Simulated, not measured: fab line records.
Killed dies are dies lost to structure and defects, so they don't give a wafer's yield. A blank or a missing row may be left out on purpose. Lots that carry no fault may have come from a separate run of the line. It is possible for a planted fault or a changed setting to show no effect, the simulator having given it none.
Which tool did it? ; flow n5_finfet ; 27 wafers from 9 lots sampled at 6 of the route's 1938 steps

WHAT EACH GAUGE READ, for each wafer
N5_FIN_SAQP_OCD_MEAS_76.
lot;measured;on;trench_depth_nm (nm)
L255;day 2 04:52;ocd-02;116.9 119.4 120.9
L256;day 2 08:34;ocd-01;120.3 120.6 122.3
L258;day 2 20:29;ocd-01;119.0 119.0 122.0
L266;day 5 04:44;ocd-02;119.8 115.4 116.8
L267;day 5 08:43;ocd-01;118.0 118.9 118.6
L269;day 5 14:25;ocd-01;116.9 119.5 120.5
L271;day 6 02:20;ocd-02;121.1 121.6 122.6
L273;day 6 14:10;ocd-01;120.7 121.1 119.8
L277;day 7 13:46;ocd-01;119.8 120.9 118.8

N5_STI_FIN_REVEAL_CD_MEAS_22: target cd 6.238 nm, pitch 28 nm.
lot;measured;on;cd_nm (nm)
L255;day 2 15:05;cd_sem-03;6.27 6.34 6.14
L256;day 2 19:41;cd_sem-03;6.14 6.00 6.10
L258;day 3 07:10;cd_sem-03;6.31 6.34 6.27
L266;day 5 15:01;cd_sem-02;6.18 6.13 5.91
L267;day 5 19:11;cd_sem-01;6.29 6.26 5.85
L269;day 6 00:28;cd_sem-03;6.67 6.49 6.21
L271;day 6 12:22;cd_sem-01;5.74 6.36 5.76
L273;day 7 00:51;cd_sem-02;6.17 6.30 5.72
L277;day 8 00:14;cd_sem-02;6.43 6.36 6.40

N5_STI_FIN_REVEAL_INSPECT_13: inspects for defects (darkfield).
lot;measured;on;raw_defect_count
L255;day 2 15:12;defect_inspect-02;12 16 12
L256;day 2 19:49;defect_inspect-02;17 15 9
L258;day 3 07:17;defect_inspect-02;4 9 5
L266;day 5 15:08;defect_inspect-02;538 11 496
L267;day 5 19:18;defect_inspect-01;537 19 10
L269;day 6 00:35;defect_inspect-02;5 5 7
L271;day 6 12:30;defect_inspect-02;16 13 12
L273;day 7 00:58;defect_inspect-01;10 11 10
L277;day 8 00:20;defect_inspect-02;9 19 10

N5_BEOL_M4_RC_MEAS_101.
lot;measured;on;DIBL_N (mV/V);DIBL_P (mV/V);IOFF_N (nA/um);IOFF_P (nA/um);ION_N (uA/um);ION_P (uA/um);SS_N (mV/dec);SS_P (mV/dec);VT_N (mV);VT_P (mV)
L255;day 8 12:53;prober-02;35.2 37.0 37.2;35.1 38.1 37.3;0.120 0.155 0.149;0.163 0.207 0.193;662 671 659;455 468 450;70.9 71.2 71.6;72.3 72.6 73.2;255.4 251.9 250.1;-253.8 -251.8 -251.3
L256;day 8 18:44;prober-01;35.9 35.3 34.9;36.2 35.8 36.1;0.177 0.163 0.159;0.208 0.198 0.204;682 679 676;458 459 464;71.3 71.8 70.8;73.9 73.7 73.1;246.9 248.9 248.7;-250.4 -251.5 -252.7
L258;day 9 18:23;prober-02;36.5 35.0 36.1;37.3 36.3 37.1;0.167 0.150 0.163;0.198 0.182 0.197;677 679 680;461 452 462;70.8 71.0 71.5;74.3 73.0 73.2;249.8 252.0 248.3;-253.7 -254.3 -251.2
L266;day 12 02:16;prober-01;35.2 32.5 35.8;36.2 33.7 36.4;0.158 0.120 0.160;0.216 0.180 0.222;679 670 671;469 462 462;71.9 70.6 71.1;72.9 72.4 73.5;250.1 252.9 251.2;-248.2 -250.1 -248.6
L267;day 11 09:10;prober-01;34.3 35.1 34.8;33.5 33.7 34.6;0.154 0.163 0.161;0.211 0.210 0.225;683 681 679;472 463 470;71.5 71.7 71.2;72.7 73.3 74.5;248.0 248.1 249.0;-249.9 -249.2 -248.3
L269;day 12 07:56;prober-01;33.9 34.1 33.2;35.3 36.2 34.6;0.152 0.156 0.136;0.208 0.231 0.201;688 682 681;474 474 471;71.3 71.0 70.4;72.8 73.3 72.7;248.7 250.0 250.0;-248.8 -245.6 -249.4
L271;day 12 12:38;prober-02;33.7 37.4 35.2;32.6 37.8 34.0;0.112 0.179 0.140;0.168 0.235 0.181;658 677 664;463 469 458;71.3 71.4 71.7;72.2 74.2 72.9;254.1 249.8 250.1;-251.2 -248.6 -250.5
L273;day 13 14:14;prober-02;34.5 33.8 35.7;36.0 35.6 37.6;0.143 0.137 0.164;0.198 0.187 0.223;681 665 681;470 466 467;71.5 71.2 71.5;73.3 73.1 73.5;252.2 253.1 249.4;-248.9 -253.0 -251.9
L277;day 14 19:56;prober-01;41.0 37.6 38.4;40.4 35.8 36.5;0.248 0.157 0.177;0.306 0.216 0.238;686 667 669;469 459 455;72.2 72.2 71.4;74.8 73.7 74.4;245.1 251.9 249.1;-245.4 -252.3 -249.1

EACH LOT AND THE TOOL THAT RAN IT (in order: tool; ch and the chambers of the sampled wafers; start)
lot;N5_STI_FIN_REVEAL_ETCHBACK_08;N5_STI_FIN_REVEAL_OXIDATION_31
L255;rie_diel-05 ch 0,1,2, day 2 12:04;plasma_asher-01 ch 0,1, day 2 14:29
L256;rie_diel-04 ch 1,2,3, day 2 16:38;plasma_asher-01 ch 0, day 2 19:11
L258;rie_diel-05 ch 1,2, day 3 04:14;plasma_asher-02 ch 0,1, day 3 06:38
L266;rie_diel-04 ch 0,1,3, day 5 12:02;plasma_asher-02 ch 0,1, day 5 14:30
L267;rie_diel-05 ch 0,1,3, day 5 16:15;plasma_asher-02 ch 0,1, day 5 18:40
L269;rie_diel-04 ch 0,2,3, day 5 21:33;plasma_asher-01 ch 0,1, day 5 23:57
L271;rie_diel-04 ch 0,1,2, day 6 09:27;plasma_asher-01 ch 0,1, day 6 11:51
L273;rie_diel-02 ch 0,1,2, day 6 21:38;plasma_asher-01 ch 0,1, day 7 00:20
L277;rie_diel-05 ch 0,1,3, day 7 21:19;plasma_asher-01 ch 0,1, day 7 23:43
- N5_STI_FIN_REVEAL_ETCHBACK_08: etches SiO2 in C4F6/O2, target depth 30.5 nm, time 10.167 s.
- N5_STI_FIN_REVEAL_OXIDATION_31: chemistry O2 PLASMA REMOTE, time 20 s.

AS READ BY THE TOOLS THEMSELVES (means over the sampled wafers that have a number; for cases with no such wafer, the mark the record gives instead)
N5_STI_FIN_REVEAL_ETCHBACK_08.
lot;tool;O2_flow_sccm (sccm);drypump_motor_current_A (A);oes_o_777_au (a.u.);oes_product_au (a.u.);rf_vpp_V (V);showerhead_plenum_p_Torr (Torr);throttle_valve_pct (%)
L255;rie_diel-05;9.994;5.6;0.77;0.76;668;2.78;21.19
L256;rie_diel-04;10.003;6.1;0.84;0.84;665;2.79;21.04
L258;rie_diel-05;9.987;5.5;0.75;0.76;665;2.67;21.31
L266;rie_diel-04;9.965;6.2;0.81;0.81;664;2.85;20.93
L267;rie_diel-05;9.972;5.7;0.76;0.75;668;2.85;21.18
L269;rie_diel-04;9.990;6.2;0.85;0.85;668;2.88;21.06
L271;rie_diel-04;9.988;6.2;0.84;0.84;662;2.84;21.05
L273;rie_diel-02;9.954;5.7;0.79;0.80;671;2.94;21.09
L277;rie_diel-05;10.001;5.8;0.74;0.74;667;2.84;21.20

N5_STI_FIN_REVEAL_OXIDATION_31.
lot;tool;drypump_motor_current_A (A);heater_power_w (W)
L255;plasma_asher-01;5.23;147
L256;plasma_asher-01;4.99;141
L258;plasma_asher-02;5.42;153
L266;plasma_asher-02;5.32;151
L267;plasma_asher-02;5.42;151
L269;plasma_asher-01;5.44;152
L271;plasma_asher-01;5.44;153
L273;plasma_asher-01;5.22;149
L277;plasma_asher-01;5.22;147

THE ANSWER, worked out from the rows above alone
Rule: usual is defined by the lots themselves. The widest of any qualifying gaps counts: lots, ordered by their means at a reading, are off when they make up no more than a third of the lots, leave a main group of 4 or more, and stand apart from it by 3 or more times the standard deviation of that group's means. A main group whose means are all the same, to the digits that the tables above print for the reading, isn't used. Also off: a lot with no number at a reading for which 4 or more lots have one. All remaining lots with rows at the step are treated as sound. After the gauges, taken in route order, come the tools' own readings; for these a lot's mean is taken, as printed above. The first step at which some lot is off is used, and at that step the reading that is off furthest; a lot without a number counts as furthest.
Off, at N5_STI_FIN_REVEAL_INSPECT_13 on raw_defect_count: L266, L267. Mean 11 and standard deviation 3.3 in the main group.
If a tool, at a process step before that reading, ran all the lots that are off and no sound lot after the first of them, it fits. Those tools and the gauges at N5_STI_FIN_REVEAL_INSPECT_13 are tried in the same way. One fits: plasma_asher-02 at N5_STI_FIN_REVEAL_OXIDATION_31. Its last sound lot is L258 (day 3 06:38), its first lot that is off L266 (day 5 14:30): a fault that began between those two fits.

WHAT THE SIMULATOR HAD INSERTED
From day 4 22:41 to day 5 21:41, plasma_asher-02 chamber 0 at N5_STI_FIN_REVEAL_OXIDATION_31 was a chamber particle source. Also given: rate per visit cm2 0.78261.
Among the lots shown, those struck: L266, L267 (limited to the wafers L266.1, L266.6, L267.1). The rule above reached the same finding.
